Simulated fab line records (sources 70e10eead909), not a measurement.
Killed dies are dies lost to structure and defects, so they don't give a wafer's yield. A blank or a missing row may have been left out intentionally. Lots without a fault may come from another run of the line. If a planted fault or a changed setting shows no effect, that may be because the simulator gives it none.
fab line records | flow nandHarc
record: lots: 5 | wafers: 15 | lastDay: 34
route steps=1302 shown P_GATE@170 END@1302
lots that met no fault: taken from a fault-free run of the same line
startH: hours from the record's opening day to when the first of the lot's shown wafers began | waitH: hours elapsed since this lot's preceding step | " as in the row above | L1.1+2: a row that stands for several wafers | - no value, or no start was given | * or withheld: withheld | < > ~ a bound
route shown NAME@n: NAME is a module with steps in the file, n the number in the route of the first one | usual: the fault-free wafers' mean and standard deviation | same: alike in all rows | chamber/n: place in a boat | sites: each site's reading | _std_site: standard deviation across them | _edge_site: inner sites' mean taken away from outer sites' mean | radiusMm: for every site, how far away it sits from the centre of the wafer | mask NAME#n: copy n | behind: tool/chamber where the wafer was last shaped | hold: the reason the lot was held/the length of the hold in hours/how it ended | device: whichever transistor did not switch (one of n, p or np) | end of line: tests of these same wafers at the route's end | step lacking rows: just its recipe | killed: at the first sort, the dies lost to defects and structure; wafer yield is something else | map: a wafer's dies, x killed, . not, _ none there
set.NAME: setting as actually run; set.NAME@STEP: the setting as run at that earlier step | model.NAME: the simulator's own value behind a step, which no gauge read
lots at selected steps of the route; one table per step, one row per wafer
services: the hour from which a tool's chamber was out of use, counted from the record's first day as startH (under 0 if before that day), plus the number of hours and why
== steps ==
step: NHARC_P_GATE_CD_MEAS_46
recipe: targetCdNm: 720 | landingEnergyEv: 500
usual: cdNm: 721.1/2.5
lot.wafer | tool     | chamber | startH | waitH | cdNm
L301.3    | cdSem-03 | 0       | 163.58 | -     | 719.3
L301.4    | "        | 0       | "      | "     | 719.4
L301.5    | "        | 0       | "      | "     | 719.7
L304.3    | cdSem-03 | 0       | 187.12 | -     | 719.6
L304.5    | "        | 0       | "      | "     | 719.7
L304.6    | "        | 0       | "      | "     | 719.9
L315.1    | cdSem-03 | 0       | 299.25 | -     | 717.2
L315.4    | "        | 0       | "      | "     | 717.3
L315.5    | "        | 0       | "      | "     | 720.2
L318.2    | cdSem-02 | 0       | 329.31 | -     | 719.0
L318.4    | "        | 0       | "      | "     | 714.8
L318.5    | "        | 0       | "      | "     | 717.6
L319.1    | cdSem-01 | 0       | 344.56 | -     | 721.3
L319.3    | "        | 0       | "      | "     | 719.6
L319.4    | "        | 0       | "      | "     | 719.6
step: NHARC_P_GATE_HARDBAKE_47
recipe: tempC: 125 | timeS: 80
step: NHARC_P_GATE_DESCUM_48
recipe: timeS: 3 | o2FlowSccm: 200 | arFlowSccm: 0 | biasPowerW: 0 | chemistry: O2
usual: drypumpMotorCurrentA: 5.8/0.47 | oesProductAu: 0.994/0.013 | rfVppV: 57.8/0.93 | showerheadPlenumPTorr: 1.92/0.074 | throttleValvePct: 11.310/0.0094
same: biasPowerW: 0
lot.wafer | tool       | chamber | startH | waitH | drypumpMotorCurrentA | oesProductAu | rfHoursCounterH | rfVppV | showerheadPlenumPTorr | throttleValvePct
L301.3    | rieDiel-03 | 1       | 163.73 | -     | 6.1                  | 0.983        | 2               | 56.9   | 1.90                  | 11.320
L301.4    | "          | 3       | "      | "     | 4.8                  | 0.979        | 2               | 57.1   | 1.87                  | 11.311
L301.5    | "          | 1       | "      | "     | 6.1                  | 0.970        | -               | 57.3   | 1.90                  | 11.297
L304.3    | rieDiel-04 | 1       | 187.27 | -     | 6.4                  | 0.983        | 0               | 58.9   | 2.03                  | 11.315
L304.5    | "          | 1       | "      | "     | 6.4                  | 0.987        | -               | 58.8   | 2.03                  | 11.301
L304.6    | "          | 2       | "      | "     | 5.6                  | 0.986        | -               | 59.0   | 2.03                  | 11.308
L315.4    | rieDiel-04 | 3       | 299.43 | -     | 5.8                  | 0.980        | 8               | 56.6   | 1.92                  | 11.307
L315.1    | "          | 1       | "      | "     | 6.4                  | 0.990        | 7               | 59.3   | 2.02                  | 11.336
L315.5    | "          | 2       | "      | "     | 5.7                  | 1.001        | -               | 58.1   | 2.03                  | 11.315
L318.2    | rieDiel-03 | 1       | 329.48 | -     | 6.1                  | 0.991        | 1               | 58.4   | 1.89                  | 11.323
L318.4    | "          | 0       | "      | "     | 5.0                  | 1.002        | -               | 58.1   | 1.90                  | 11.307
L318.5    | "          | 2       | "      | "     | 5.7                  | 0.985        | -               | 57.7   | 1.83                  | 11.303
L319.4    | rieDiel-04 | 1       | 344.72 | -     | 6.4                  | 0.998        | 10              | 58.0   | 2.02                  | 11.311
L319.3    | "          | 3       | "      | "     | 5.9                  | 1.005        | 9               | 56.8   | 1.92                  | 11.305
L319.1    | "          | 0       | "      | "     | 5.8                  | 1.005        | 10              | 57.0   | 1.86                  | 11.305
step: NHARC_P_GATE_IMPLANT_49
recipe: energyKev: 30 | doseCm2: 3e+15 | tiltDeg: 7
step: NHARC_P_GATE_STRIP_111
recipe: powerW: 1500 | tempC: 110 | timeS: 250 | chemistry: N2/H2
usual: drypumpMotorCurrentA: 5.8/0.37 | heaterPowerW: 92/12 | rfReflPowerW: 18/3.5
lot.wafer | tool           | chamber | startH | waitH | drypumpMotorCurrentA | heaterPowerW | rfHoursCounterH | rfReflPowerW
L301.3    | plasmaAsher-02 | 0       | 164.21 | 0.2   | 6.3                  | 84           | -               | 18
L301.4    | "              | 1       | "      | "     | 5.6                  | 112          | -               | 15
L301.5    | "              | 1       | "      | "     | 5.5                  | 112          | -               | 15
L304.3    | plasmaAsher-01 | 1       | 187.80 | 0.3   | 6.0                  | 96           | -               | 15
L304.6    | "              | 0       | "      | "     | 5.5                  | 78           | -               | 23
L304.5    | "              | 1       | "      | "     | 6.1                  | 101          | -               | 14
L315.1    | plasmaAsher-01 | 0       | 299.83 | 0.2   | 5.5                  | 81           | 28              | 22
L315.4    | "              | 1       | "      | "     | 6.0                  | 98           | -               | 14
L315.5    | "              | 1       | "      | "     | 6.0                  | 98           | -               | 14
L318.2    | plasmaAsher-01 | 0       | 330.06 | 0.2   | 5.4                  | 77           | 35              | 23
L318.4    | "              | 0       | "      | "     | 5.5                  | 78           | -               | 23
L318.5    | "              | 1       | "      | "     | 6.0                  | 97           | -               | 14
L319.1    | plasmaAsher-02 | 0       | 345.14 | 0.2   | 6.4                  | 88           | 15              | 18
L319.4    | "              | 1       | "      | "     | 5.6                  | 101          | -               | 15
L319.3    | "              | 0       | "      | "     | 6.4                  | 84           | -               | 18
step: NHARC_P_GATE_STRIP_75
recipe: powerW: 1500 | tempC: 250 | chemistry: O2
usual: drypumpMotorCurrentA: 5.8/0.36 | heaterPowerW: 344/45 | rfReflPowerW: 18/3.4
lot.wafer | tool           | chamber | startH | waitH | drypumpMotorCurrentA | heaterPowerW | rfHoursCounterH | rfReflPowerW
L301.3    | plasmaAsher-02 | 0       | 164.44 | 0.2   | 6.4                  | 309          | -               | 16
L301.4    | "              | 1       | "      | "     | 5.6                  | 407          | -               | 14
L301.5    | "              | 1       | "      | "     | 5.6                  | 410          | -               | 15
L304.3    | plasmaAsher-01 | 1       | 187.99 | 0.1   | 6.0                  | 362          | -               | 14
L304.6    | "              | 0       | "      | "     | 5.4                  | 284          | -               | 23
L304.5    | "              | 1       | "      | "     | 6.0                  | 368          | -               | 14
L315.1    | plasmaAsher-01 | 0       | 300.09 | 0.2   | 5.5                  | 293          | 28              | 23
L315.4    | "              | 1       | "      | "     | 6.0                  | 371          | -               | 15
L315.5    | "              | 1       | "      | "     | 6.0                  | 373          | -               | 15
L318.2    | plasmaAsher-01 | 0       | 330.32 | 0.2   | 5.5                  | 288          | 35              | 23
L318.4    | "              | 0       | "      | "     | 5.4                  | 295          | -               | 23
L318.5    | "              | 1       | "      | "     | 6.0                  | 367          | -               | 15
L319.1    | plasmaAsher-02 | 0       | 345.41 | 0.2   | 6.3                  | 330          | 15              | 18
L319.4    | "              | 1       | "      | "     | 5.6                  | 398          | -               | 15
L319.3    | "              | 0       | "      | "     | 6.3                  | 336          | -               | 17
step: NHARC_P_GATE_STRIP_50
recipe: timeS: 900 | tempC: 130 | chemistry: SPM
step: NHARC_P_GATE_DEHYDRATE_51
recipe: tempC: 150 | timeS: 120
step: NHARC_P_GATE_HMDS_52
recipe: timeS: 30
step: NHARC_P_GATE_COAT_53
recipe: spinRpm: 3000
step: NHARC_P_GATE_SOFTBAKE_54
recipe: tempC: 122 | timeS: 95
step: NHARC_P_GATE_EBR_55
step: NHARC_P_GATE_EXPOSE_56
recipe: na: 0.6 | targetCdNm: 720 | doseMj: 14.81 | maskId: P_PSD
usual: focusOffsetNm: -0.1/0.49
lot.wafer | tool          | chamber | startH | waitH | mask       | focusOffsetNm
L301.3    | krfScanner-04 | 0       | 165.07 | -     | P_PSD#0    | -0.4
L301.4    | "             | 0       | "      | "     | P_PSD#0    | -0.2
L301.5    | "             | 0       | "      | "     | P_PSD#0    | -0.4
L304.3    | krfScanner-02 | 0       | 188.73 | -     | P_PSD_R1#0 | -0.4
L304.5    | "             | 0       | "      | "     | P_PSD_R1#0 | -0.5
L304.6    | "             | 0       | "      | "     | P_PSD_R1#0 | -0.7
L315.1    | krfScanner-04 | 0       | 300.85 | -     | P_PSD#0    | 0.3
L315.4    | "             | 0       | "      | "     | P_PSD#0    | 0.4
L315.5    | "             | 0       | "      | "     | P_PSD#0    | -0.4
L318.2    | krfScanner-04 | 0       | 330.95 | -     | P_PSD#0    | 0.6
L318.4    | "             | 0       | "      | "     | P_PSD#0    | -0.8
L318.5    | "             | 0       | "      | "     | P_PSD#0    | -0.6
L319.1    | krfScanner-02 | 0       | 346.16 | -     | P_PSD#0    | -0.1
L319.3    | "             | 0       | "      | "     | P_PSD#0    | 0.5
L319.4    | "             | 0       | "      | "     | P_PSD#0    | 0.1
step: NHARC_P_GATE_PEB_57
recipe: pebTempC: 118 | pebTimeS: 85
step: NHARC_P_GATE_DEVELOP_58
recipe: timeS: 70
step: NHARC_P_GATE_CD_MEAS_59
recipe: targetCdNm: 720 | landingEnergyEv: 500
usual: cdNm: 719.2/2.1
lot.wafer | tool     | chamber | startH | waitH | hold                    | cdNm
L301.3    | cdSem-02 | 0       | 165.22 | -     | -                       | 716.2
L301.4    | "        | 0       | "      | "     | -                       | 719.4
L301.5    | "        | 0       | "      | "     | -                       | 717.1
L304.3    | cdSem-01 | 0       | 188.88 | -     | awaitDispo/0.2h/release | 701.7
L304.5    | "        | 0       | "      | "     | awaitDispo/0.2h/release | 702.0
L304.6    | "        | 0       | "      | "     | awaitDispo/0.2h/release | 706.0
L304.3    | cdSem-01 | 0       | -      | -     | -                       | 701.6
L304.5    | "        | 0       | "      | "     | -                       | 701.8
L304.6    | "        | 0       | "      | "     | -                       | 706.0
L315.1    | cdSem-02 | 0       | 301.01 | -     | -                       | 723.2
L315.4    | "        | 0       | "      | "     | -                       | 721.8
L315.5    | "        | 0       | "      | "     | -                       | 720.6
L318.2    | cdSem-02 | 0       | 331.10 | -     | -                       | 718.7
L318.4    | "        | 0       | "      | "     | -                       | 715.5
L318.5    | "        | 0       | "      | "     | -                       | 715.9
L319.1    | cdSem-01 | 0       | 346.32 | -     | -                       | 721.8
L319.3    | "        | 0       | "      | "     | -                       | 719.3
L319.4    | "        | 0       | "      | "     | -                       | 719.2
step: NHARC_END_SORT_01
recipe: tempC: 25
usual: killedAtArray: 58/19 | killedAtOther: 1.1/1.2 | killedAtPeriphery: 3.8/2.4 | killedDies: 63/18 | killedOpen: 3.3/1.8 | killedShort: 2.2/1.6
same: grossDies: 677
lot.wafer | tool      | chamber | startH | waitH | killedAtArray | killedAtOther | killedAtPeriphery | killedDies | killedOpen | killedShort
L304.3    | prober-02 | 0       | 651.77 | 3.1   | 51            | 4             | 2                 | 57         | 2          | 2
L304.5    | prober-02 | 0       | 653.38 | 3.7   | 56            | 2             | 3                 | 61         | 3          | 3
killed by level:class
L304.3 A_CHANNEL_HOLE_D1:chamberFilmFlake=25 A_CHANNEL_HOLE_D2:chamberFilmFlake=21 HYBRID_BOND:chamberFilmFlake=2 P_CONTACT:geometricParticle:open=1 P_M0:geometricParticle:open=1 A_WL_FILL:geometricParticle:short=1 A_BLC:geometricParticle:short=1 A_SLIT:chamberFilmFlake=1
L304.5 A_CHANNEL_HOLE_D1:chamberFilmFlake=30 A_CHANNEL_HOLE_D2:chamberFilmFlake=15 P_GATE:chamberFilmFlake=3 A_CONTACT:chamberFilmFlake=3 THIN_TSV:chamberFilmFlake=2 A_BONDPAD:chamberFilmFlake=2 A_ONON_D1:geometricParticle:short=1 A_CHANNEL_FILL_D1:geometricParticle:short=1
== services ==
tool           | chamber | startH | hours | kind
krfScanner-02  | -       | 141.16 | 0.7   | repair
plasmaAsher-01 | -       | 165.42 | 9.0   | pm
plasmaAsher-01 | 0       | 165.42 | 9.0   | ventCycle
plasmaAsher-01 | 1       | 165.42 | 9.0   | ventCycle
plasmaAsher-01 | 0       | 174.42 | -     | clean
plasmaAsher-01 | 1       | 174.42 | -     | clean
rieDiel-04     | -       | 177.90 | 9.0   | pm
krfScanner-04  | -       | 182.00 | 4.0   | pm
rieDiel-03     | 3       | 207.45 | 1.3   | repair
krfScanner-02  | -       | 213.51 | 3.5   | repair
plasmaAsher-01 | -       | 237.88 | 0.3   | repair
plasmaAsher-02 | -       | 241.26 | 10.5  | repair
rieDiel-03     | -       | 253.44 | 2.4   | repair
plasmaAsher-02 | 0       | 260.72 | -     | clean
plasmaAsher-02 | 1       | 260.72 | -     | clean
krfScanner-02  | -       | 265.06 | 0.1   | repair
krfScanner-02  | -       | 266.00 | 4.0   | pm
rieDiel-03     | -       | 281.30 | 9.0   | pm
krfScanner-02  | -       | 307.97 | 5.2   | repair
rieDiel-03     | 3       | 323.44 | 2.5   | repair
rieDiel-03     | 3       | 328.56 | 1.7   | repair
plasmaAsher-01 | -       | 342.42 | 9.0   | pm
plasmaAsher-01 | 0       | 342.42 | 9.0   | ventCycle
plasmaAsher-01 | 1       | 342.42 | 9.0   | ventCycle
== key ==
firstSign: step: NHARC_P_GATE_EXPOSE_56 | reading: mask | direction: changed
effect: step: NHARC_P_GATE_CD_MEAS_59 | reading: visit | direction: added
effect: step: NHARC_P_GATE_CD_MEAS_59 | reading: cdNm | direction: down | sigmas: 7.6 | usual: 719.2 | struck: 703.2
metAt NHARC_P_GATE_EXPOSE_56
struckWafers L304.3,L304.5,L304.6
testerLeftOut L304
fault: kind: wrongMask | tool: any | chamber: - | onsetH: 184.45 | steps: NHARC_P_GATE_EXPOSE_56 | auxCopy: P_PSD_R1#0 | cdOffsetNm: -17.22 | scope: struckLotsOnly
testerLeftOut: of these lots the tester's yield and bins aren't shown, on N5 and GAA mostly nor the transistor test; their killed dies are dies lost to structure and defects alone, not to doping, threshold or leakage, so they don't give the yield
